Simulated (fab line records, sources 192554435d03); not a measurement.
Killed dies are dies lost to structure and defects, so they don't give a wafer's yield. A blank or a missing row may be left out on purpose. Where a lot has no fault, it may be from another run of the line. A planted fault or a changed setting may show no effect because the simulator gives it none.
A struck lot beside a sound one :: flow n5-finfet :: 14 steps out of a route of 1938
Sound: wafers L613.1, L613.2, L613.6. Struck: wafers L612.2, L612.5, L612.6. The cause comes at the end.
For every step that has rows: the tool of each side, followed by ch and its chambers, followed by its first start. Under that, the readings that differ: sound wafers :: struck wafers :: difference of the means :: sigmas: that difference in standard deviations of wafers without a fault.
alike: readings whose means differ by less than 2 such deviations, and words and numbers that are the same on both sides. not compared: withheld readings, readings that some wafer has no value for, bounds like >300 that may hide the same value, and numbers for which the record gives no deviation and whose values overlap.
A row with sigmas, a row that says differs or no value, or rows on one side alone: a step with any of these is where the two part. Numbers that don't overlap but have no deviation are shown without sigmas and don't part them. A reading that every wafer of one side lacks parts them only if that side has two wafers or more.

N5_BEOL_M13_THK_MEAS_50: measures by xrf.
  struck on film-metro-01, day 14 11:14; sound on film-metro-02, day 14 13:38
  alike: M13_THK
then, 1 step without rows for these wafers: N5_BEOL_M13_PRE_CLEAN_52 (time 15 s).
N5_BEOL_M13_DEP_53: deposits SiCN from 3MS/NH3, target thk 50 nm, time 17.8 s.
  sound on pecvd-02 ch 0,2, day 14 13:42; struck on pecvd-02 ch 0,1,2, day 14 11:18
  alike: showerhead-plenum-p-Torr, throttle-valve-pct
N5_BEOL_M13_RS_MEAS_54: measures by four-point-probe.
  struck on film-metro-01, day 14 11:22; sound on film-metro-01, day 14 13:46
reading: M13_RS (ohm/sq)
sound: 0.0452 0.0461 0.0452
struck: 0.0437 0.0441 0.0436
difference: -0.0017
sigmas: -2
N5_BEOL_M13_INSPECT_55: inspects for defects (darkfield).
  struck on defect-inspect-01, day 14 11:23; sound on defect-inspect-01, day 14 13:47
  alike: raw-defect-count
N5_BEOL_M14_ILD_DEP_00: deposits SiO2 from TEOS/O2, target thk 1119.3 nm, time 237.4 s.
  sound on pecvd-04 ch 0,2, day 14 13:50; struck on pecvd-01 ch 0,2, day 14 11:26
  alike: heater-power-w, showerhead-plenum-p-Torr, throttle-valve-pct
N5_BEOL_M14_THK_MEAS_01:
  struck on film-metro-02, day 14 11:42; sound on film-metro-01, day 14 14:01
  alike: M14_ILD_THK
then, 5 steps without rows for these wafers: N5_BEOL_M14_COAT_58 (time 60 s, resist thk 89 nm); N5_BEOL_M14_COAT_04 (resist thk 800 nm); N5_BEOL_M14_EBR_06; N5_BEOL_M14_SOFTBAKE_05 (time 60 s); N5_BEOL_M14_EXPOSE_07 (exposes mask V13).
N5_BEOL_M14_PEB_08: peb time 90 s.
  struck on litho-track-04, day 14 11:53; sound on litho-track-05 ch 0, day 14 14:13
  no value came back on the struck wafers for chill-plate-temp-C (C), exhaust-pa (Pa); on the sound wafers chill-plate-temp-C (C) reads 22.88 23.16 22.94
then, 1 step without rows for these wafers: N5_BEOL_M14_DEVELOP_09 (develop time 45 s).

WHERE THEY PART
Earliest at N5_BEOL_M13_RS_MEAS_54; latest, in this record, at N5_BEOL_M14_PEB_08.

WHY: what the simulator had put in
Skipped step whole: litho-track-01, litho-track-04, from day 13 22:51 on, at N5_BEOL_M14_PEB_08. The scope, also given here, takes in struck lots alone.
